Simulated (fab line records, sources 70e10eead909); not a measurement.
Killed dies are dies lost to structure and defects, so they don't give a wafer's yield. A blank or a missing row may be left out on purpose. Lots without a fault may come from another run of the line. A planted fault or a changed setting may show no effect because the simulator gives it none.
Which tool did it? | flow nand_harc | 7 lots, 21 wafers sampled, at 2 steps of a route of 1159

WHAT THE GAUGES READ, wafer by wafer
NHARC_A_BONDPAD_OVL_MEAS_35.
lot  | measured     | on         | overlay_x_nm (nm)
L927 | day 18 02:49 | overlay-02 | 1 2 1
L928 | day 18 06:00 | overlay-02 | 1 1 1
L931 | day 19 14:39 | overlay-02 | 1 2 2
L934 | day 20 13:43 | overlay-01 | 0 0 -1
L939 | day 21 09:26 | overlay-01 | 6 7 7
L940 | day 21 04:35 | overlay-01 | -6 -5 -5
L948 | day 24 02:46 | overlay-01 | -9 -9 -8

WHICH TOOL RAN EACH LOT (tool, then ch and the chambers of the sampled wafers, then the start)
lot  | NHARC_A_CHANNEL_HOLE_D1_DEP_01
L927 | pecvd-01 ch 0,1,2, day 8 15:31
L928 | pecvd-04 ch 0,1, day 8 16:26
L931 | pecvd-01 ch 0,1, day 9 12:28
L934 | pecvd-04 ch 0,2, day 10 07:58
L939 | pecvd-04 ch 1,2, day 11 08:54
L940 | pecvd-04 ch 0,1,2, day 11 09:39
L948 | pecvd-01 ch 0,1,2, day 13 15:56
- NHARC_A_CHANNEL_HOLE_D1_DEP_01: deposits SiON, target thk 140 nm.

THE ANSWER, worked out from the rows above alone
Rule: what is usual is taken from the lots themselves. Put in order of their means at a reading, lots are off if they are a third of the lots or fewer, leave a main group of 4 or more, and stand apart from it by a gap of 3 or more times the standard deviation of the main group's means; of several such gaps the widest counts. A main group whose means are all the same, to the digits that the tables above print for the reading, isn't used. A lot without any number at a reading at which 4 lots or more have one is off too. The other lots that the step has rows for count as sound.
No lot is off at any reading shown: from this, nothing can be told.

WHAT THE SIMULATOR HAD PUT IN
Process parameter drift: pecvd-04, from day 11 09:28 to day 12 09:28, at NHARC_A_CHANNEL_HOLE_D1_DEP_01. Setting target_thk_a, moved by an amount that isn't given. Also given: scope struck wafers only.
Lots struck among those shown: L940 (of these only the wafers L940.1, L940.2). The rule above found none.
